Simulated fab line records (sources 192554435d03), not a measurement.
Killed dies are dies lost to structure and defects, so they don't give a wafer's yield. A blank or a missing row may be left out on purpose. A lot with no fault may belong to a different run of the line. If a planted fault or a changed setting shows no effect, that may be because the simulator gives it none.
Matching of chambers / flow n5_finfet / rie_diel-06 running N5_BEOL_M0_STRIP_140: 4 sister chambers
The step strips in CF4. 8 wafers are shown with their chamber, then 8 later ones without.

## WAFERS, EACH WITH ITS CHAMBER
wafer=L083.2; chamber=0; drypump_motor_current_A (A)=5.1; throttle_valve_pct (%)=13.82
wafer=L083.4; chamber=1; drypump_motor_current_A (A)=5.4; throttle_valve_pct (%)=13.34
wafer=L085.1; chamber=1; drypump_motor_current_A (A)=5.4; throttle_valve_pct (%)=13.35
wafer=L085.2; chamber=0; drypump_motor_current_A (A)=5.0; throttle_valve_pct (%)=13.86
wafer=L089.2; chamber=2; drypump_motor_current_A (A)=5.6; throttle_valve_pct (%)=13.30
wafer=L089.5; chamber=3; drypump_motor_current_A (A)=6.4; throttle_valve_pct (%)=13.60
wafer=L089.6; chamber=2; drypump_motor_current_A (A)=5.7; throttle_valve_pct (%)=13.29
wafer=L091.1; chamber=3; drypump_motor_current_A (A)=6.4; throttle_valve_pct (%)=13.62

## WAFERS MISSING THEIR CHAMBER
wafer=L091.2; drypump_motor_current_A (A)=5.6; throttle_valve_pct (%)=13.32
wafer=L091.6; drypump_motor_current_A (A)=5.1; throttle_valve_pct (%)=13.88
wafer=L092.1; drypump_motor_current_A (A)=5.6; throttle_valve_pct (%)=13.29
wafer=L092.2; drypump_motor_current_A (A)=5.4; throttle_valve_pct (%)=13.41
wafer=L092.4; drypump_motor_current_A (A)=6.4; throttle_valve_pct (%)=13.63
wafer=L097.1; drypump_motor_current_A (A)=5.6; throttle_valve_pct (%)=13.33
wafer=L097.2; drypump_motor_current_A (A)=5.4; throttle_valve_pct (%)=13.41
wafer=L097.5; drypump_motor_current_A (A)=5.6; throttle_valve_pct (%)=13.34

## THE CHAMBER EACH PASSED THROUGH
wafer=L091.2; from the rows above=2; in truth=2
wafer=L091.6; from the rows above=0; in truth=0
wafer=L092.1; from the rows above=2; in truth=2
wafer=L092.2; from the rows above=1; in truth=1
wafer=L092.4; from the rows above=3; in truth=3
wafer=L097.1; from the rows above=can't be placed: 2 or 1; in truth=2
wafer=L097.2; from the rows above=1; in truth=1
wafer=L097.5; from the rows above=can't be placed: 2 or 1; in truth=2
6 of 8 placed correctly. Unplaceable from these rows: 2, with the true chamber sitting among the candidates in 2. Wrongly placed: 0.
How it was worked out, from the rows above alone: a wafer's distance from a chamber is the root of the sum, over the readings, of the square of ((its reading less the chamber's mean) divided by the reading's scatter). The wafer belongs to the nearest chamber; if the next one is less than 2 further off, it can't be placed. Each chamber's mean is taken over the wafers shown for it. The scatter: take each reading less its chamber's mean, square it, sum over the shown wafers, divide by the number of wafers less the number of chambers, and take the root.
